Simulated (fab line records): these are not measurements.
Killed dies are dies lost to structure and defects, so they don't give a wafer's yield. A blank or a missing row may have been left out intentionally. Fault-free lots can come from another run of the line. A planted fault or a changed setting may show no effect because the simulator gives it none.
A struck lot beside a sound one    flow nand harc    15 out of 1159 route steps
Sound: the wafers L907.2, L907.4, L907.5. Wafers L917.1, L917.2, L917.3 were the ones struck. The cause is given at the end.
Order at every step that has rows: each side's tool, ch and its chambers, its first start. Under that, the readings that differ: sound wafers    struck wafers    difference of the means    sigmas: that difference in standard deviations of wafers without a fault.
alike: readings whose means differ by less than 2 such deviations, and words and numbers that are the same on both sides. not compared: withheld readings, readings that some wafer has no value for, bounds like >300 that may hide the same value, and numbers for which the record gives no deviation and whose values overlap.
The two part at a step that has a row with sigmas, a row that says differs or no value, or rows on one side only. Non-overlapping numbers with no deviation appear without sigmas and do not part them. A reading missing from all wafers of one side parts the sides only when that side holds two or more wafers.

first, 1 step without rows for these wafers: NHARC_A_CONTACT_DEVELOP_68 (develop time 35 s).
NHARC_A_CONTACT_CD_MEAS_69: target cd 200 nm.
  sound on cd sem-01 ch 0, day 18 02:04; struck on cd sem-02 ch 0, day 20 16:42
  alike: cd nm
NHARC_A_CONTACT_OVL_MEAS_70:
  sound: overlay-02 at day 18 02:10; struck: overlay-01 at day 20 16:49
  alike: overlay x nm, overlay y nm
NHARC_A_CONTACT_INSPECT_71:
  sound: defect inspect-02 at day 18 02:12; struck: defect inspect-02 at day 20 16:50
  alike: raw defect count
then, 1 step without rows for these wafers: NHARC_A_CONTACT_DESCUM_74 (chemistry O2, time 3 s).
NHARC_A_CONTACT_ETCH_75: etches the open film in CF4, target depth 39 nm, time 65 s.
  sound on rie diel-13 ch 1,2,3, day 18 02:27; struck on rie diel-13 ch 0,1,3, day 20 16:59
  alike: bias w, cf4 flow sccm, drypump motor current A, oes product au, rf vpp V, showerhead plenum p Torr, throttle valve pct
  not compared: rf hours counter h
NHARC_A_CONTACT_ETCH_76: etches the open film in N2/H2, target depth 260 nm, time 475.3 s.
  sound: rie diel-13 ch 0,3; struck: rie diel-13 ch 1,2,3
  alike: bias w, chamber pressure mTorr, drypump motor current A, oes product au, rf vpp V, showerhead plenum p Torr, throttle valve pct
  not compared: rf hours counter h
NHARC_A_CONTACT_ETCH_77: etches the open film in CF4/CHF3, target depth 72.6 nm, time 36.3 s.
  sound: rie diel-13 ch 0,1; struck: rie diel-13 ch 0,1,2
reading                sound              struck             difference  sigmas
oes product au (a.u.)  0.910 0.927 0.929  0.947 0.965 0.978  +0.041      +2
  alike: bias w, cf4 flow sccm, drypump motor current A, rf vpp V, showerhead plenum p Torr, throttle valve pct
  not compared: rf hours counter h
then, 1 step without rows for these wafers: NHARC_A_CONTACT_ETCH_78 (etches the open film in O2/COS, target depth 2800 nm, time 728 s).
NHARC_A_CONTACT_ETCH_124: etches the open film in C4F8/O2/Ar, time 140 s, target depth 700 nm.
  sound on har cap etch-02 ch 0,1, day 18 03:39; struck on har cap etch-01 ch 0,1, day 20 18:02
  alike: chamber pressure mTorr, oes air line au
  not compared: rf hours counter h
then, 2 steps without rows for these wafers: NHARC_A_CONTACT_ETCH_125 (etches the open film in C4F8/O2/Ar, time 155 s, target depth 956 nm); NHARC_A_CONTACT_ETCH_126 (etches the open film in C4F8/O2/Ar, time 155 s, target depth 956 nm).
NHARC_A_CONTACT_ETCH_127: etches the open film in C4F8/O2/Ar, time 155 s, target depth 956 nm.
  sound on har cap etch-02 ch 0,1, day 18 04:08; struck on har cap etch-01 ch 0,1, day 20 18:32
  no value came back on the struck wafers for chamber pressure mTorr (mTorr), oes air line au (a.u.); on the sound wafers chamber pressure mTorr (mTorr) reads 19.982 20.013 20.007
  not compared: rf hours counter h
NHARC_A_CONTACT_ETCH_128: etches the open film in C4F8/O2/Ar, time 155 s, target depth 956 nm.
  sound on har cap etch-02 ch 0,1, day 18 04:16; struck on har cap etch-01 ch 0,1, day 20 18:40
  alike: chamber pressure mTorr, oes air line au
  not compared: rf hours counter h
-- the record jumps here: 2 days lie between the struck wafers' starts before and after (it left off in module A_CONTACT and takes up again in module END, whose first step shown is number 1159 of the route) --
NHARC_END_SORT_01:
  here the record holds rows for the struck wafers (prober-01 ch 0, day 23 06:18) but none for the sound ones

## WHERE THEY PART
Last at NHARC_END_SORT_01 as far as this record goes, first at NHARC_A_CONTACT_ETCH_77.

WHY: what had been put in by the simulator
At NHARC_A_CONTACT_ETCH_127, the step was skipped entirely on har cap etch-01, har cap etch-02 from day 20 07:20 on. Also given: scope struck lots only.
